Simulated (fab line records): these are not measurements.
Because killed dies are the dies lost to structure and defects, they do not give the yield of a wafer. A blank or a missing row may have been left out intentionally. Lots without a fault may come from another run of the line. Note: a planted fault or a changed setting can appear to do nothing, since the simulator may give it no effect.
Which tool was responsible? -- flow nand harc -- 39 wafers from 13 lots sampled at 6 of the route's 1302 steps

## WHAT THE GAUGES READ, wafer by wafer
NHARC_P_GATE_INSPECT_68.
lot,measured,on,raw defect count
L181,day 5 22:26,defect inspect-02,173 220 196
L182,day 6 01:29,defect inspect-02,186 148 195
L184,day 7 05:59,defect inspect-02,158 174 167
L185,day 7 10:58,defect inspect-02,251 339 299
L189,day 9 07:37,defect inspect-02,181 172 141
L193,day 10 22:12,defect inspect-01,712 728 634
L195,day 11 22:07,defect inspect-01,601 711 696
L197,day 12 17:35,defect inspect-01,133 164 153
L200,day 13 19:02,defect inspect-01,240 213 291
L201,day 14 11:12,defect inspect-02,97 164 170
L202,day 15 00:10,defect inspect-01,93 197 219
L203,day 15 03:01,defect inspect-01,160 164 167
L204,day 15 10:17,defect inspect-01,276 142 187

NHARC_P_CONTACT_OVL_MEAS_13.
lot,measured,on,overlay x nm (nm),overlay y nm (nm)
L181,day 6 00:08,overlay-02,-0.5 -1.0 -0.5,0.0 0.1 -0.5
L182,day 6 03:11,overlay-01,-0.2 0.1 0.1,-0.3 -0.7 -0.6
L184,day 7 07:41,overlay-02,0.0 0.2 0.1,-0.6 -0.5 -1.2
L185,day 7 12:40,overlay-02,1.9 1.5 1.6,0.4 0.5 0.7
L189,day 9 09:11,overlay-01,-0.5 -0.4 -0.3,0.1 0.0 -0.2
L193,day 10 23:53,overlay-02,1.3 1.4 1.0,2.3 1.9 1.9
L195,day 11 23:45,overlay-02,-0.2 0.4 0.3,0.6 0.8 0.1
L197,day 12 19:17,overlay-02,0.6 0.9 1.2,-1.4 -1.7 -1.7
L200,day 13 20:44,overlay-02,-1.0 -1.0 -1.0,-0.4 -0.2 -0.6
L201,day 14 12:46,overlay-02,0.9 0.4 0.5,-0.2 0.0 0.0
L202,day 15 01:53,overlay-01,0.2 0.0 -0.3,-0.3 -0.2 0.1
L203,day 15 04:44,overlay-01,1.4 1.1 1.0,0.1 0.3 0.0
L204,day 15 11:59,overlay-01,0.4 1.0 0.9,1.9 1.5 1.8

NHARC_END_SORT_01.
lot,measured,on,killed at array,killed at other,killed at periphery,killed dies,killed open,killed short
L193,day 29 09:46,prober-01,24 20 15,1 1 0,84 93 29,109 114 44,2 2 4,3 2 2
L195,day 30 09:55,prober-01,48 36 30,2 1 2,91 81 78,141 118 110,2 4 0,1 1 2

## EACH LOT AND THE TOOL THAT RAN IT (in order: tool; ch and the chambers of the sampled wafers; start)
lot,NHARC_P_GATE_DESCUM_48,NHARC_P_GATE_STRIP_63,NHARC_P_CONTACT_DEP_30
L181,"rie diel-07 ch 2,3, day 5 16:11","wet bench-09 ch 0,3,7, day 5 18:35","pecvd-02 ch 0,2, day 5 22:30"
L182,"rie diel-03 ch 0,2,3, day 5 19:14","wet bench-09 ch 1,3,6, day 5 21:47","pecvd-04 ch 0,1,2, day 6 01:34"
L184,"rie diel-03 ch 1,2, day 6 23:44","wet bench-09 ch 2,4,7, day 7 02:09","pecvd-02 ch 0,2, day 7 06:07"
L185,"rie diel-03 ch 1,3, day 7 04:43","wet bench-02 ch 1,5,6, day 7 07:08","pecvd-02 ch 0,1,2, day 7 11:07"
L189,"rie diel-07 ch 2,3, day 9 01:14","wet bench-03 ch 0,4,6, day 9 03:47","pecvd-04 ch 0,1, day 9 07:41"
L193,"rie diel-11 ch 0,1,2, day 10 15:59","wet bench-03 ch 0,5,6, day 10 18:20","pecvd-04 ch 0,2, day 10 22:21"
L195,"rie diel-07 ch 1,2, day 11 15:42","wet bench-03 ch 1,3,6, day 11 18:15","pecvd-03 ch 0,1,2, day 11 22:19"
L197,"rie diel-03 ch 0,1,2, day 12 10:59","wet bench-02 ch 0,1,2, day 12 13:34","pecvd-02 ch 0,1,2, day 12 17:40"
L200,"rie diel-03 ch 0,1,3, day 13 12:41","wet bench-02 ch 4,6,7, day 13 15:05","pecvd-04 ch 1,2, day 13 19:06"
L201,"rie diel-03 ch 1,2,3, day 14 01:05","wet bench-02 ch 2,3,4, day 14 03:34","pecvd-03 ch 0,1,2, day 14 11:23"
L202,"rie diel-11 ch 1,3, day 14 17:20","wet bench-09 ch 1,2,7, day 14 19:52","pecvd-04 ch 0,2, day 15 00:18"
L203,"rie diel-11 ch 1,2,3, day 14 20:11","wet bench-03 ch 0,1,4, day 14 22:50","pecvd-04 ch 1,2, day 15 03:08"
L204,"rie diel-11 ch 1,2, day 15 04:06","wet bench-09 ch 2,4,6, day 15 06:35","pecvd-04 ch 0,1,2, day 15 10:21"
- NHARC_P_GATE_DESCUM_48: chemistry O2, time 3 s.
- NHARC_P_GATE_STRIP_63: strips in SPM, time 900 s.
- NHARC_P_CONTACT_DEP_30: deposits SiNx, target thk 30 nm.

## AS READ BY THE TOOLS THEMSELVES (means over the sampled wafers that have a number; for cases with no such wafer, the mark the record gives instead)
NHARC_P_GATE_DESCUM_48.
lot,tool,drypump motor current A (A),oes product au (a.u.),rf vpp V (V),showerhead plenum p Torr (Torr),throttle valve pct (%)
L181,rie diel-07,6.0,0.999,56.9,1.91,11.307
L182,rie diel-03,5.8,1.014,58.3,1.95,11.309
L184,rie diel-03,5.8,0.991,58.5,1.95,11.316
L185,rie diel-03,5.8,0.993,57.4,1.96,11.308
L189,rie diel-07,6.0,0.997,57.2,1.91,11.316
L193,rie diel-11,6.0,1.010,57.6,1.94,11.317
L195,rie diel-07,6.4,0.998,58.3,1.94,11.316
L197,rie diel-03,5.8,0.995,57.9,1.92,11.309
L200,rie diel-03,5.8,1.003,57.2,1.94,11.307
L201,rie diel-03,5.8,1.006,58.0,1.97,11.311
L202,rie diel-11,6.0,1.005,57.5,1.93,11.307
L203,rie diel-11,6.0,0.999,57.3,1.99,11.303
L204,rie diel-11,6.3,1.011,58.2,1.98,11.304

NHARC_P_CONTACT_DEP_30.
lot,tool,heater power outer w (W),heater power w (W)
L181,pecvd-02,539,920
L182,pecvd-04,438,758
L184,pecvd-02,450,762
L185,pecvd-02,499,830
L189,pecvd-04,363,634
L193,pecvd-04,401,728
L195,pecvd-03,467,735
L197,pecvd-02,493,817
L200,pecvd-04,523,927
L201,pecvd-03,470,757
L202,pecvd-04,491,829
L203,pecvd-04,470,825
L204,pecvd-04,470,806

## THE ANSWER, worked out from the rows above alone
Rule: what is usual is taken from the lots themselves. Put in order of their means at a reading, lots are off if they are a third of the lots or fewer, leave a main group of 4 or more, and stand apart from it by a gap of 3 or more times the standard deviation of the main group's means; of several such gaps the widest counts. Not used: any main group whose means are identical at the precision the tables above print for the reading. Also off: a lot with no number at a reading for which 4 or more lots have one. The other lots that the step has rows for count as sound. The gauges are gone through in route order, then the tools' own readings, and for those a lot's mean is taken as printed above. The first step at which some lot is off is used, and at that step the reading that is off furthest; a lot without a number counts as furthest.
Off: L193, L195 (NHARC_P_GATE_INSPECT_68, raw defect count). Main group: mean 189, sd 44.
A tool fits if, at a process step before that reading, it ran every lot that is off, and no sound lot after the first of them. The gauges at NHARC_P_GATE_INSPECT_68 are tried like those tools. Of those tried, none fits.

## WHAT THE SIMULATOR HAD INSERTED
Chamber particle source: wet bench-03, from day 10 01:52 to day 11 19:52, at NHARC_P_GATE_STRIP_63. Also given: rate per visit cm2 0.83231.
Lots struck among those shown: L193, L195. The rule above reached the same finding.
